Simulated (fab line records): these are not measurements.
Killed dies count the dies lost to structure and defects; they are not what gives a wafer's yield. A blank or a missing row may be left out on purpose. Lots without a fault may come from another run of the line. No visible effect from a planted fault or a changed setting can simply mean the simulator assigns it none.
fab line records	flow n5Finfet
record: lots: 7	wafers: 21	lastDay: 18
route steps=1938 shown BEOL_M13@1668 PASSIVATION@1936
lots that met no fault: from a run of the same line without faults
startH: the number of hours between the record's first day and the start of the first shown wafer of the lot	waitH: hours from the lot's prior step to this one	" identical to the entry in the row above	L1.1+2: a single row standing in for several wafers	- no value, or no start given	* or withheld: withheld	< > ~ a bound
route shown NAME@n: names a module that has steps shown in the file, with the first one's number in the route	usual: mean/standard deviation of fault-free wafers	same: alike in all rows	chamber/n: place in a boat	sites: each site's reading	_std_site: the standard deviation of these	_edge_site: outer sites' mean less inner sites'	radiusMm: for every site, how far away it sits from the centre of the wafer	mask NAME#n: copy n	behind: the tool/chamber that last shaped the wafer	hold: what put the lot on hold/how long, in hours/how the hold closed	device: whichever transistor did not switch (one of n, p or np)	end of line: the route-end tests of the same wafers	a step given without rows: its recipe and nothing more	killed: dies that structure and defects cost at the first sort, which is not the same as the wafer's yield	map: the dies of a wafer, with x for killed, . for not killed, _ for no die there
set.NAME: the setting that was run; set.NAME@STEP: the one run at that earlier step	model.NAME: the simulator's own value behind a step, which no gauge read
a table for each step, a row for each wafer; lots at some steps of the route
services: when a tool's chamber went out of use (startH, in hours from the record's first day, below 0 if earlier), for how many hours, and the reason
== steps ==
step: N5_BEOL_M13_HARDBAKE_14
recipe: tempC: 130	timeS: 120
step: N5_BEOL_M13_CD_MEAS_10
recipe: targetCdNm: 190	landingEnergyEv: 500	detector: seInlens	polarity: opening
usual: cdNm: 190.0/1.2
lot.wafer	tool	chamber	startH	waitH	cdNm
L183.2	cdSem-02	0	251.67	-	190.4
L183.3	"	0	"	"	191.7
L183.4	"	0	"	"	190.0
L193.1	cdSem-01	0	309.94	-	187.7
L193.4	"	0	"	"	188.9
L193.6	"	0	"	"	189.4
L194.2	cdSem-03	0	320.24	-	188.6
L194.3	"	0	"	"	187.7
L194.4	"	0	"	"	188.9
L195.1	cdSem-02	0	326.82	-	192.2
L195.4	"	0	"	"	190.5
L195.6	"	0	"	"	190.5
L201.2	cdSem-03	0	388.82	-	190.0
L201.3	"	0	"	"	188.6
L201.6	"	0	"	"	189.3
L204.1	cdSem-03	0	394.47	-	190.5
L204.4	"	0	"	"	190.6
L204.5	"	0	"	"	191.1
L205.2	cdSem-01	0	409.11	-	192.7
L205.3	"	0	"	"	192.3
L205.4	"	0	"	"	192.1
step: N5_BEOL_M13_OVL_MEAS_11
recipe: pointsPerWafer: 44
usual: V12_OVL: -6/5.7
lot.wafer	tool	chamber	startH	waitH	V12_OVL[nm]
L183.2	overlay-02	0	251.70	0.0	-5
L183.3	"	0	"	"	-10
L183.4	"	0	"	"	0
L193.1	overlay-02	0	309.97	0.0	1
L193.4	"	0	"	"	0
L193.6	"	0	"	"	0
L194.2	overlay-02	0	320.27	0.0	-8
L194.3	"	0	"	"	-20
L194.4	"	0	"	"	-7
L195.1	overlay-02	0	326.85	0.0	-9
L195.4	"	0	"	"	-9
L195.6	"	0	"	"	3
L201.2	overlay-02	0	388.85	0.0	-5
L201.3	"	0	"	"	-15
L201.6	"	0	"	"	-7
L204.1	overlay-02	0	394.51	0.0	-13
L204.4	"	0	"	"	1
L204.5	"	0	"	"	-8
L205.2	overlay-02	0	409.14	0.0	-10
L205.3	"	0	"	"	-14
L205.4	"	0	"	"	-8
step: N5_BEOL_M13_INSPECT_12
recipe: mode: adi	inspectInstrument: macro
usual: rawDefectCount: 2.1/1.4
lot.wafer	tool	chamber	startH	waitH	rawDefectCount
L183.2	defectInspect-01	-	251.73	0.0	3
L183.3	"	-	"	"	1
L183.4	"	-	"	"	5
L193.1	defectInspect-01	-	310.00	0.0	2
L193.4	"	-	"	"	1
L193.6	"	-	"	"	4
L194.2	defectInspect-01	-	320.30	0.0	3
L194.3	"	-	"	"	1
L194.4	"	-	"	"	5
L195.1	defectInspect-02	-	326.88	0.0	4
L195.4	"	-	"	"	2
L195.6	"	-	"	"	5
L201.2	defectInspect-01	-	388.88	0.0	1
L201.3	"	-	"	"	2
L201.6	"	-	"	"	1
L204.1	defectInspect-01	-	394.53	0.0	5
L204.4	"	-	"	"	3
L204.5	"	-	"	"	2
L205.2	defectInspect-02	-	409.16	0.0	2
L205.3	"	-	"	"	3
L205.4	"	-	"	"	3
step: N5_BEOL_M13_DESCUM_15
recipe: chemistry: O2	timeS: 7.9	sourcePowerW: 50	biasPowerW: 20	pressureMtorr: 20	rfFrequencyHz: 2.712e+07	tempC: 40	o2FlowSccm: 225
usual: drypumpMotorCurrentA: 5.6/0.39	oesProductAu: 0.75/0.081	rfVppV: 243.3/1.3	showerheadPlenumPTorr: 2.11/0.054	throttleValvePct: 20.55/0.24
lot.wafer	tool	chamber	startH	waitH	drypumpMotorCurrentA	oesProductAu	rfHoursCounterH	rfVppV	showerheadPlenumPTorr	throttleValvePct
L183.2	rieDiel-03	2	251.86	0.1	5.1	0.94	14	243.9	2.14	20.09
L183.3	"	0	"	"	5.5	0.84	78	241.3	2.04	20.49
L183.4	"	3	"	"	5.6	0.75	181	244.2	2.18	20.84
L193.1	rieDiel-03	2	310.03	0.0	5.1	0.90	30	243.5	2.13	20.11
L193.4	"	3	"	"	5.6	0.73	196	244.3	2.17	20.87
L193.6	"	3	"	"	5.6	0.73	-	244.5	2.17	20.86
L194.2	rieDiel-05	1	320.33	0.0	5.5	0.69	225	242.8	2.07	20.64
L194.3	"	3	"	"	5.8	0.71	206	242.3	2.07	20.56
L194.4	"	0	"	"	5.8	0.69	231	242.5	2.18	20.77
L195.1	rieDiel-05	0	326.91	0.0	5.8	0.69	233	243.6	2.18	20.80
L195.4	"	1	"	"	5.5	0.68	227	242.5	2.07	20.61
L195.6	"	1	"	"	5.6	0.68	-	241.9	2.07	20.62
L201.2	rieDiel-04	1	388.92	0.0	5.5	0.72	179	241.9	2.08	20.87
L201.3	"	2	"	"	6.5	0.88	42	246.1	2.22	20.05
L201.6	"	3	"	"	5.0	0.90	-	242.3	2.06	20.44
L204.1	rieDiel-03	2	394.56	0.0	5.1	0.86	52	242.9	2.12	20.12
L204.4	"	1	"	"	5.1	0.71	216	243.6	2.09	20.75
L204.5	"	2	"	"	5.1	0.87	-	243.3	2.12	20.13
L205.2	rieDiel-05	1	409.20	0.0	5.6	0.67	247	240.6	2.06	20.64
L205.3	"	2	"	"	5.3	0.67	245	243.6	2.07	20.51
L205.4	"	0	"	"	5.8	0.68	249	245.0	2.17	20.79
step: N5_BEOL_M13_ETCH_59
recipe: chemistry: N2/H2	target: BARC	targetDepthA: 890	overetchA: 267	timeS: 67.9	ionEnergyEv: 200	pressureMtorr: 30	sourceW: 840	biasW: 150	n2FlowSccm: 200	h2FlowSccm: 200
usual: biasW: 150.1/0.48	drypumpMotorCurrentA: 5.6/0.4	oesProductAu: 0.65/0.063	rfVppV: 524.1/1.9	showerheadPlenumPTorr: 2.55/0.064	throttleValvePct: 17.95/0.24
lot.wafer	tool	chamber	startH	waitH	biasW	drypumpMotorCurrentA	oesProductAu	rfHoursCounterH	rfVppV	showerheadPlenumPTorr	throttleValvePct
L183.2	rieDiel-03	2	251.90	0.0	149.7	5.1	0.79	14	527.4	2.59	17.42
L183.3	"	0	"	"	150.5	5.5	0.71	78	522.5	2.47	17.93
L183.4	"	3	"	"	150.2	5.6	0.63	181	526.0	2.63	18.13
L193.1	rieDiel-03	2	310.07	0.0	150.0	5.1	0.76	30	526.0	2.58	17.42
L193.4	"	3	"	"	151.0	5.6	0.61	196	525.1	2.62	18.16
L193.6	"	3	"	"	150.6	5.6	0.62	-	528.1	2.62	18.15
L194.2	rieDiel-05	1	320.36	0.0	150.8	5.6	0.58	225	523.6	2.53	18.10
L194.3	"	3	"	"	149.8	5.8	0.61	206	523.3	2.53	18.24
L194.4	"	0	"	"	149.6	5.8	0.59	231	527.5	2.61	18.00
L195.1	rieDiel-05	0	326.95	0.0	150.2	5.8	0.60	233	526.0	2.60	18.00
L195.4	"	1	"	"	150.2	5.6	0.59	227	522.8	2.53	18.12
L195.6	"	1	"	"	150.1	5.5	0.59	-	521.7	2.53	18.11
L201.2	rieDiel-04	1	388.95	0.0	150.1	5.5	0.62	179	523.5	2.52	18.25
L201.3	"	2	"	"	150.1	6.6	0.74	42	527.1	2.70	17.66
L201.6	"	3	"	"	150.5	5.0	0.76	-	522.7	2.46	17.57
L204.1	rieDiel-03	2	394.60	0.0	149.1	5.1	0.73	52	525.5	2.57	17.48
L204.4	"	1	"	"	150.0	5.1	0.61	216	524.0	2.50	17.96
L204.5	"	2	"	"	149.8	5.1	0.73	-	525.5	2.57	17.47
L205.2	rieDiel-05	1	409.23	0.0	149.8	5.5	0.58	247	523.1	2.52	18.15
L205.3	"	2	"	"	149.0	5.3	0.59	245	522.9	2.50	17.87
L205.4	"	0	"	"	150.3	5.8	0.59	249	524.5	2.60	18.03
step: N5_BEOL_M13_VIA_ETCH_16
recipe: chemistry: C4F8/O2/Ar	target: SiOC	pressureMtorr: 30	sourceW: 3000	biasW: 700	Ar_flow_sccm: 400	C4F8_flow_sccm: 15	O2_flow_sccm: 8	heInnerTorr: 15	heOuterTorr: 30	targetDepthA: 9217	timeS: withheld	ionEnergyEv: 250	ends: cleared
usual: biasW: 700.0/2.1	drypumpMotorCurrentA: 5.6/0.39	oesProductAu: 0.68/0.071	rfVppV: 665.8/2.3	showerheadPlenumPTorr: 3.43/0.084	throttleValvePct: 24.24/0.19
lot.wafer	tool	chamber	startH	waitH	biasW	drypumpMotorCurrentA	oesProductAu	rfVppV	showerheadPlenumPTorr	throttleValvePct
L183.2	rieDiel-03	2	251.95	0.0	698.0	5.1	0.85	666.8	3.50	23.88
L183.3	"	0	"	"	694.2	5.5	0.76	662.7	3.32	24.22
L183.4	"	3	"	"	699.1	5.6	0.68	669.0	3.54	24.58
L193.1	rieDiel-03	2	310.12	0.0	701.8	5.1	0.82	668.1	3.49	23.91
L193.4	"	3	"	"	699.3	5.6	0.66	667.6	3.53	24.58
L193.6	"	3	"	"	700.5	5.6	0.66	668.9	3.53	24.61
L194.2	rieDiel-05	1	320.42	0.0	698.6	5.6	0.61	664.4	3.36	24.20
L194.3	"	3	"	"	702.1	5.8	0.65	664.0	3.37	24.24
L194.4	"	0	"	"	701.7	5.8	0.63	666.6	3.50	24.30
L195.1	rieDiel-05	0	327.00	0.0	700.5	5.8	0.62	668.1	3.49	24.31
L195.4	"	1	"	"	701.3	5.6	0.61	665.5	3.36	24.19
L195.6	"	1	"	"	701.3	5.6	0.61	665.6	3.36	24.23
L201.2	rieDiel-04	1	389.01	0.0	702.9	5.5	0.66	663.6	3.39	24.57
L201.3	"	2	"	"	698.0	6.5	0.79	669.2	3.62	23.91
L201.6	"	3	"	"	702.2	5.0	0.81	664.6	3.35	24.13
L204.1	rieDiel-03	2	394.65	0.0	696.0	5.1	0.78	666.8	3.48	23.94
L204.4	"	1	"	"	701.6	5.1	0.64	666.4	3.38	24.32
L204.5	"	2	"	"	699.7	5.1	0.77	666.6	3.48	23.95
L205.2	rieDiel-05	1	409.28	0.0	701.1	5.5	0.60	664.0	3.35	24.24
L205.3	"	2	"	"	705.9	5.3	0.62	663.5	3.37	24.17
L205.4	"	0	"	"	695.8	5.8	0.62	667.6	3.49	24.31
step: N5_BEOL_M13_STRIP_63
recipe: chemistry: N2/H2	powerW: 1000	tempC: 250	h2Frac: 0.65	overashFraction: 0.3	pressureMtorr: 1000	n2FlowSccm: 1750	h2FlowSccm: 3250
usual: drypumpMotorCurrentA: 5.7/0.55	heaterPowerW: 343/40	oesProductAu: 0.675/0.0048	stripTimeToEndpointS: 28.5/1
lot.wafer	tool	chamber	startH	waitH	drypumpMotorCurrentA	heaterPowerW	oesProductAu	rfHoursCounterH	stripTimeToEndpointS
L183.2	plasmaAsher-01	1	252.18	-	5.0	374	0.670	103	27.3
L183.3	"	0	"	"	5.9	298	0.683	-	28.2
L183.4	"	1	"	"	5.0	391	0.674	-	26.3
L193.1	plasmaAsher-01	1	310.35	-	5.0	388	0.673	114	29.3
L193.4	"	1	"	"	5.0	378	0.674	-	27.6
L193.6	"	0	"	"	5.9	289	0.673	-	27.6
L194.2	plasmaAsher-01	0	320.65	-	5.8	288	0.680	117	30.2
L194.3	"	1	"	"	5.0	387	0.665	-	29.5
L194.4	"	0	"	"	5.8	298	0.677	-	28.1
L195.1	plasmaAsher-01	0	327.24	-	5.9	303	0.669	118	28.0
L195.4	"	1	"	"	5.0	381	0.676	-	28.4
L195.6	"	1	"	"	5.0	375	0.682	-	28.9
L201.2	plasmaAsher-02	1	389.24	-	6.6	322	0.679	114	29.3
L201.3	"	1	"	"	6.6	320	0.675	-	29.7
L201.6	"	1	"	"	6.6	333	0.672	-	27.9
L204.1	plasmaAsher-01	1	394.89	-	5.0	377	0.675	130	29.5
L204.4	"	0	"	"	5.9	290	0.674	-	28.4
L204.5	"	1	"	"	5.0	387	0.672	-	28.3
L205.2	plasmaAsher-02	0	409.52	-	5.8	385	0.679	118	29.5
L205.3	"	0	"	"	5.8	386	0.668	-	28.9
L205.4	"	1	"	"	6.6	325	0.676	-	28.3
step: N5_BEOL_M13_STRIP_64
recipe: chemistry: N2/H2	powerW: 1000	tempC: 250	h2Frac: 0.65	overashFraction: 0.3	pressureMtorr: withheld	n2FlowSccm: 1750	h2FlowSccm: 3250
usual: drypumpMotorCurrentA: 5.7/0.55	heaterPowerW: 344/41	oesProductAu: 0.715/0.0051	stripTimeToEndpointS: 31.36/0.082
lot.wafer	tool	chamber	startH	waitH	drypumpMotorCurrentA	heaterPowerW	oesProductAu	rfHoursCounterH	stripTimeToEndpointS
L183.2	plasmaAsher-01	1	252.24	0.0	5.0	385	0.713	103	31.31
L183.3	"	0	"	"	5.8	286	0.710	-	31.35
L183.4	"	1	"	"	5.0	377	0.720	-	31.28
L193.1	plasmaAsher-01	1	310.41	0.0	5.0	382	0.720	114	31.35
L193.4	"	1	"	"	5.0	375	0.717	-	31.38
L193.6	"	0	"	"	5.8	294	0.714	-	31.32
L194.2	plasmaAsher-01	0	320.71	0.0	5.9	289	0.725	117	31.36
L194.3	"	1	"	"	5.0	383	0.707	-	31.41
L194.4	"	0	"	"	5.8	292	0.720	-	31.38
L195.1	plasmaAsher-01	0	327.30	0.0	5.9	290	0.714	118	31.52
L195.4	"	1	"	"	5.0	376	0.714	-	31.55
L195.6	"	1	"	"	5.0	393	0.726	-	31.47
L201.2	plasmaAsher-02	1	389.30	0.0	6.6	324	0.714	114	31.47
L201.3	"	1	"	"	6.6	321	0.708	-	31.47
L201.6	"	1	"	"	6.6	326	0.713	-	31.43
L204.1	plasmaAsher-01	1	394.95	0.0	5.0	379	0.708	130	31.47
L204.4	"	0	"	"	5.9	291	0.716	-	31.45
L204.5	"	1	"	"	5.0	396	0.716	-	31.43
L205.2	plasmaAsher-02	0	409.58	0.0	5.8	389	0.715	118	31.34
L205.3	"	0	"	"	5.8	388	0.714	-	31.30
L205.4	"	1	"	"	6.6	321	0.714	-	31.37
step: N5_BEOL_M13_STRIP_71
recipe: chemistry: postEtchResidueRemover	timeS: 60	tempC: 25	removerPh: withheld	removerWaterWtPct: withheld	removerFluorideWtPct: withheld
step: N5_BEOL_M13_SRD_72
recipe: timeS: 30	tempC: 23	rinseLiquid: diw	dry: n2Spin	spinRpm: 1500	dryTimeS: 30
step: N5_BEOL_M13_CD_MEAS_17
recipe: targetCdNm: 190	polarity: opening
usual: cdNm: 190.2/1.5
lot.wafer	tool	chamber	startH	waitH	cdNm
L183.2	cdSem-02	-	252.39	0.0	190.4
L183.3	"	-	"	"	192.3
L183.4	"	-	"	"	190.4
L193.1	cdSem-01	-	310.56	0.0	186.6
L193.4	"	-	"	"	190.0
L193.6	"	-	"	"	189.8
L194.2	cdSem-02	-	320.86	0.0	189.1
L194.3	"	-	"	"	188.3
L194.4	"	-	"	"	189.4
L195.1	cdSem-02	-	327.45	0.0	192.4
L195.4	"	-	"	"	190.5
L195.6	"	-	"	"	190.6
L201.2	cdSem-01	-	389.45	0.0	192.2
L201.3	"	-	"	"	187.9
L201.6	"	-	"	"	189.2
L204.1	cdSem-03	-	395.09	0.0	188.8
L204.4	"	-	"	"	190.5
L204.5	"	-	"	"	189.5
L205.2	cdSem-03	-	409.73	0.0	192.2
L205.3	"	-	"	"	192.4
L205.4	"	-	"	"	193.3
step: N5_BEOL_M13_COAT_65
recipe: resist: SOC	tempC: 250	timeS: 60	spinRpm: 1500	resistThkNm: 350
usual: heaterPowerTotalW: 500.7/1.8	plateTempC: 249.95/0.18
lot.wafer	tool	chamber	startH	waitH	heaterPowerTotalW	plateTempC
L183.2	lithoTrack-02	0	252.43	0.0	503.1	249.81
L183.3	"	0	"	"	500.5	249.37
L183.4	"	0	"	"	500.1	249.78
L193.1	lithoTrack-05	0	310.60	0.0	511.1	253.96
L193.4	"	0	"	"	510.8	254.06
L193.6	"	0	"	"	511.5	254.05
L194.2	lithoTrack-05	0	320.90	0.0	508.7	253.97
L194.3	"	0	"	"	509.1	253.75
L194.4	"	0	"	"	510.7	253.62
L195.1	lithoTrack-05	0	327.48	0.0	508.2	253.96
L195.4	"	0	"	"	510.8	253.83
L195.6	"	0	"	"	512.7	253.90
L201.2	lithoTrack-03	0	389.48	0.0	500.7	249.95
L201.3	"	0	"	"	503.1	249.55
L201.6	"	0	"	"	501.9	249.76
L204.1	lithoTrack-05	0	395.13	0.0	501.2	250.07
L204.4	"	0	"	"	502.4	250.23
L204.5	"	0	"	"	501.6	250.17
L205.2	lithoTrack-05	0	409.76	0.0	500.0	249.85
L205.3	"	0	"	"	500.3	250.00
L205.4	"	0	"	"	499.7	249.83
step: N5_BEOL_M13_COAT_66
recipe: resist: SiARC	tempC: 220	timeS: 60	spinRpm: 1500	resistThkNm: 110
step: N5_PASSIVATION_PROBE_49
usual: defectLimitedYield: 91.4/1.3	killed_at_M0_to_M3: 34/10	killed_at_M4_up: 14/5.6	killedAtContacts: 13/5.9	killedAtFrontEnd: 37/9.9	killedAtOther: 3.5/2.8	killedDies: 101/15	killedOnRim: 13/3.9	killedOpen: 67/12	killedShort: 32/6.6	sort_bin_5_function: 5.0/0.81	sort_bin_6_memory: 3.2/0.66	sortNPass: 1079/15	sortYieldPct: 91.4/1.3
same: grossDies: 1180	killedAtBackSide: 0	sort_bin_4_leakage[%]: 0	sort_bin_8_speed[%]: 0
lot.wafer	tool	chamber	startH	waitH	defectLimitedYield[%]	killed_at_M0_to_M3	killed_at_M4_up	killedAtContacts	killedAtFrontEnd	killedAtOther	killedDies	killedOnRim	killedOpen	killedShort	sort_bin_5_function[%]	sort_bin_6_memory[%]	sortNPass	sortYieldPct[%]
L183.2	prober-02	-	289.93	0.1	90.3	36	13	25	30	10	114	18	87	26	5.2	4.2	1066	90.3
L183.3	prober-02	-	289.98	0.1	91.9	31	5	15	42	2	95	16	56	37	4.8	3.1	1085	91.9
L183.4	prober-02	-	290.03	0.2	92.5	27	12	9	29	11	88	13	57	31	4.2	2.8	1092	92.5
L195.1	prober-02	-	359.18	0.0	91.9	28	10	15	39	4	96	8	61	35	4.7	3.1	1084	91.9
L195.4	prober-02	-	359.33	0.2	92.4	29	6	16	38	1	90	9	64	25	4.3	3.1	1090	92.4
L195.6	prober-02	-	359.43	0.3	92.5	30	8	16	32	2	88	6	57	31	4.6	2.7	1092	92.5
L204.1	prober-02	-	423.56	0.0	89.0	40	28	17	45	0	130	23	88	42	6.8	4.1	1050	89.0
L204.4	prober-02	-	423.71	0.2	90.3	40	17	22	34	2	115	19	77	37	5.4	4.0	1065	90.3
L204.5	prober-02	-	423.76	0.2	90.7	50	8	14	38	0	110	15	73	37	5.0	4.0	1070	90.7
killed by level:class
L183.2 MOL_CONTACT_COAG:geometricParticle:open=21 BEOL_M1:geometricParticle:open=14 BEOL_M0_SAQP:geometricParticle:open=8 STI_FIN_REVEAL:geometricParticle:open=6 DUMMY_GATE:geometricParticle:open=6 FIN_SAQP:geometricParticle:short=5 GATE_CUT:geometricParticle:short=5 BEOL_M0_SAQP:geometricParticle:short=5
L183.3 FIN_SAQP:geometricParticle:short=14 FIN_SAQP:geometricParticle:open=10 MOL_CONTACT_COAG:geometricParticle:open=9 BEOL_M1:geometricParticle:open=9 BEOL_M0_SAQP:geometricParticle:short=7 GATE_CUT:geometricParticle:open=6 GATE_CUT:geometricParticle:short=6 MOL_CONTACT_COAG:geometricParticle:short=6
L183.4 FIN_SAQP:geometricParticle:short=8 BEOL_M1:geometricParticle:open=8 DUMMY_GATE:geometricParticle:open=6 MOL_CONTACT_COAG:geometricParticle:open=6 BEOL_M2:geometricParticle:open=6 BEOL_M4:geometricParticle:open=5 BEOL_M0_SAQP:geometricParticle:open=4 FIN_SAQP:geometricParticle:open=3
L195.1 STI_FIN_REVEAL:geometricParticle:open=20 STI_FIN_REVEAL:geometricParticle:short=9 MOL_CONTACT_COAG:geometricParticle:open=8 MOL_CONTACT_COAG:geometricParticle:short=7 BEOL_M2:geometricParticle:open=6 BEOL_M0_SAQP:geometricParticle:open=5 BEOL_M3:geometricParticle:open=5 BEOL_M3:geometricParticle:short=5
L195.4 MOL_CONTACT_COAG:geometricParticle:open=15 FIN_SAQP:geometricParticle:open=11 BEOL_M0_SAQP:geometricParticle:open=9 BEOL_M0_SAQP:geometricParticle:short=8 STI_FIN_REVEAL:geometricParticle:open=7 BEOL_M1:geometricParticle:open=5 BEOL_M2:geometricParticle:open=5 FIN_SAQP:geometricParticle:short=3
L195.6 MOL_CONTACT_COAG:geometricParticle:open=14 STI_FIN_REVEAL:geometricParticle:open=7 BEOL_M0_SAQP:geometricParticle:open=7 BEOL_M3:geometricParticle:open=7 FIN_SAQP:geometricParticle:short=6 BEOL_M0_SAQP:geometricParticle:short=4 BEOL_M2:geometricParticle:open=4 STI_FIN_REVEAL:geometricParticle:short=3
L204.1 FIN_SAQP:geometricParticle:open=13 MOL_CONTACT_COAG:geometricParticle:open=11 BEOL_M4:geometricParticle:open=11 BEOL_M3:geometricParticle:open=10 DUMMY_GATE:geometricParticle:open=8 FIN_SAQP:geometricParticle:short=7 BEOL_M0_SAQP:geometricParticle:open=7 BEOL_M1:geometricParticle:open=7
L204.4 MOL_CONTACT_COAG:geometricParticle:open=19 FIN_SAQP:geometricParticle:open=11 BEOL_M2:geometricParticle:open=9 BEOL_M0_SAQP:geometricParticle:short=7 BEOL_M4:geometricParticle:open=7 GATE_CUT:geometricParticle:short=6 BEOL_M0_SAQP:geometricParticle:open=6 BEOL_M1:geometricParticle:open=6
L204.5 BEOL_M1:geometricParticle:open=12 BEOL_M0_SAQP:geometricParticle:short=10 FIN_SAQP:geometricParticle:open=9 BEOL_M3:geometricParticle:open=9 MOL_CONTACT_COAG:geometricParticle:open=8 BEOL_M2:geometricParticle:open=8 FIN_SAQP:geometricParticle:short=7 BEOL_M0_SAQP:geometricParticle:open=7
== services ==
tool	chamber	startH	hours	kind
rieDiel-04	3	230.43	-	clean
rieDiel-04	3	230.43	-	consumableReplace:focusRing
rieDiel-04	3	230.43	24.4	scheduledDown
rieDiel-04	3	230.43	24.4	ventCycle
rieDiel-03	1	238.76	4.5	repair
rieDiel-04	2	254.91	-	clean
rieDiel-04	2	254.91	-	consumableReplace:focusRing
rieDiel-04	2	254.91	-	consumableReplace:showerhead
rieDiel-04	2	254.91	16.8	scheduledDown
rieDiel-04	2	254.91	16.8	ventCycle
plasmaAsher-02	-	255.00	1.6	repair
plasmaAsher-02	-	263.62	3.1	repair
rieDiel-04	3	285.00	27.2	repair
rieDiel-04	0	322.48	6.7	repair
rieDiel-04	-	351.21	1.5	repair
rieDiel-05	1	366.16	8.4	repair
plasmaAsher-01	-	372.18	0.5	repair
rieDiel-05	-	374.16	14.6	pm
rieDiel-04	3	378.16	8.3	repair
rieDiel-05	0	389.04	11.5	repair
rieDiel-04	0	395.62	-	clean
rieDiel-04	0	395.62	-	consumableReplace:focusRing
rieDiel-04	0	395.62	24.4	scheduledDown
rieDiel-03	1	396.85	17.9	repair
== key ==
firstSign: step: N5_BEOL_M13_COAT_65	reading: plateTempC	direction: up	sigmas: 21	usual: *	struck: *
effect: step: N5_BEOL_M13_COAT_65	reading: heaterPowerTotalW	direction: up	sigmas: 5.5	usual: *	struck: *
metAt N5_BEOL_M13_COAT_65
struckWafers L193.1,L193.4,L193.6,L194.2,L194.3,L194.4,L195.1,L195.4,L195.6
fault: kind: processParameterDrift	tool: lithoTrack-05	chamber: -	onsetH: 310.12	steps: N5_BEOL_M13_COAT_65	channel: tempC	offset: *	shape: step	endH: 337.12	actsIn: *	stated: *
